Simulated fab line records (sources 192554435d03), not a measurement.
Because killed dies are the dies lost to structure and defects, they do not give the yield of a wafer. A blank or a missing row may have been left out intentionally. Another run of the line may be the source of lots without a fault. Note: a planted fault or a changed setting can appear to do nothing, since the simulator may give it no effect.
Matching of chambers :: flow n5-finfet :: rie-diel-05 running N5_BEOL_M5_ETCH_72: 4 sister chambers
The step etches underlayer in N2/H2, target depth 6.5 nm, time 5.2 s. 18 wafers are shown with their chamber, then 9 later ones without.

EACH WAFER AND ITS CHAMBER
wafer: L075.2
chamber: 0
drypump-motor-current-A (A): 5.8
throttle-valve-pct (%): 17.76
showerhead-plenum-p-Torr (Torr): 2.51

wafer: L075.3
chamber: 0
drypump-motor-current-A (A): 5.8
throttle-valve-pct (%): 17.79
showerhead-plenum-p-Torr (Torr): 2.51

wafer: L075.4
chamber: 2
drypump-motor-current-A (A): 6.2
throttle-valve-pct (%): 17.73
showerhead-plenum-p-Torr (Torr): 2.49

wafer: L077.1
chamber: 3
drypump-motor-current-A (A): 6.4
throttle-valve-pct (%): 18.13
showerhead-plenum-p-Torr (Torr): 2.53

wafer: L077.2
chamber: 1
drypump-motor-current-A (A): 5.3
throttle-valve-pct (%): 17.63
showerhead-plenum-p-Torr (Torr): 2.59

wafer: L077.5
chamber: 3
drypump-motor-current-A (A): 6.3
throttle-valve-pct (%): 18.11
showerhead-plenum-p-Torr (Torr): 2.53

wafer: L078.1
chamber: 3
drypump-motor-current-A (A): 6.4
throttle-valve-pct (%): 18.14
showerhead-plenum-p-Torr (Torr): 2.53

wafer: L078.3
chamber: 0
drypump-motor-current-A (A): 5.8
throttle-valve-pct (%): 17.78
showerhead-plenum-p-Torr (Torr): 2.51

wafer: L078.5
chamber: 1
drypump-motor-current-A (A): 5.3
throttle-valve-pct (%): 17.65
showerhead-plenum-p-Torr (Torr): 2.59

wafer: L082.1
chamber: 0
drypump-motor-current-A (A): 5.8
throttle-valve-pct (%): 17.78
showerhead-plenum-p-Torr (Torr): 2.50

wafer: L082.3
chamber: 2
drypump-motor-current-A (A): 6.2
throttle-valve-pct (%): 17.75
showerhead-plenum-p-Torr (Torr): 2.49

wafer: L082.4
chamber: 3
drypump-motor-current-A (A): 6.4
throttle-valve-pct (%): 18.14
showerhead-plenum-p-Torr (Torr): 2.53

wafer: L088.2
chamber: 2
drypump-motor-current-A (A): 6.2
throttle-valve-pct (%): 17.76
showerhead-plenum-p-Torr (Torr): 2.49

wafer: L088.4
chamber: 1
drypump-motor-current-A (A): 5.4
throttle-valve-pct (%): 17.68
showerhead-plenum-p-Torr (Torr): 2.58

wafer: L088.5
chamber: 0
drypump-motor-current-A (A): 5.8
throttle-valve-pct (%): 17.78
showerhead-plenum-p-Torr (Torr): 2.50

wafer: L092.1
chamber: 3
drypump-motor-current-A (A): 6.4
throttle-valve-pct (%): 18.18
showerhead-plenum-p-Torr (Torr): 2.52

wafer: L092.2
chamber: 2
drypump-motor-current-A (A): 6.2
throttle-valve-pct (%): 17.78
showerhead-plenum-p-Torr (Torr): 2.48

wafer: L092.5
chamber: 2
drypump-motor-current-A (A): 6.2
throttle-valve-pct (%): 17.78
showerhead-plenum-p-Torr (Torr): 2.48

SIGNATURES (averages over the wafers above)
reading: drypump-motor-current-A
chamber 0: 5.800
chamber 1: 5.333
chamber 2: 6.200
chamber 3: 6.380
scatter within a chamber: 0.0324

reading: throttle-valve-pct
chamber 0: 17.7780
chamber 1: 17.6533
chamber 2: 17.7600
chamber 3: 18.1400
scatter within a chamber: 0.021

reading: showerhead-plenum-p-Torr
chamber 0: 2.5060
chamber 1: 2.5867
chamber 2: 2.4860
chamber 3: 2.5280
scatter within a chamber: 0.00526
Rule: for each reading, subtract the chamber's mean from the wafer's reading, divide by that reading's scatter and square the result; add these up over the readings and take the root, which gives the wafer's distance from the chamber. If the next closest chamber is less than 2 further off than the closest, the wafer can't be placed; otherwise it belongs to the closest. The scatter: take each reading less its chamber's mean, square it, sum over the shown wafers, divide by the number of wafers less the number of chambers, and take the root.

WAFERS WHOSE CHAMBER IS MISSING
wafer: L093.1
drypump-motor-current-A (A): 6.4
throttle-valve-pct (%): 18.19
showerhead-plenum-p-Torr (Torr): 2.52

wafer: L093.3
drypump-motor-current-A (A): 5.4
throttle-valve-pct (%): 17.68
showerhead-plenum-p-Torr (Torr): 2.58

wafer: L093.5
drypump-motor-current-A (A): 6.2
throttle-valve-pct (%): 17.77
showerhead-plenum-p-Torr (Torr): 2.48

wafer: L096.1
drypump-motor-current-A (A): 6.4
throttle-valve-pct (%): 18.21
showerhead-plenum-p-Torr (Torr): 2.51

wafer: L096.2
drypump-motor-current-A (A): 5.8
throttle-valve-pct (%): 17.42
showerhead-plenum-p-Torr (Torr): 2.49

wafer: L096.3
drypump-motor-current-A (A): 5.4
throttle-valve-pct (%): 17.73
showerhead-plenum-p-Torr (Torr): 2.57

wafer: L094.1
drypump-motor-current-A (A): 5.7
throttle-valve-pct (%): 17.44
showerhead-plenum-p-Torr (Torr): 2.49

wafer: L094.4
drypump-motor-current-A (A): 5.4
throttle-valve-pct (%): 17.74
showerhead-plenum-p-Torr (Torr): 2.57

wafer: L094.5
drypump-motor-current-A (A): 6.4
throttle-valve-pct (%): 18.22
showerhead-plenum-p-Torr (Torr): 2.51

THE CHAMBER EACH PASSED THROUGH
wafer: L093.1
from the rows above: 3
in truth: 3

wafer: L093.3
from the rows above: 1
in truth: 1

wafer: L093.5
from the rows above: 2
in truth: 2

wafer: L096.1
from the rows above: 3
in truth: 3

wafer: L096.2
from the rows above: 0
in truth: 0

wafer: L096.3
from the rows above: 1
in truth: 1

wafer: L094.1
from the rows above: 0
in truth: 0

wafer: L094.4
from the rows above: 1
in truth: 1

wafer: L094.5
from the rows above: 3
in truth: 3
9 of 9 placed correctly. Number that these rows cannot place: 0. Number placed wrongly: 0.
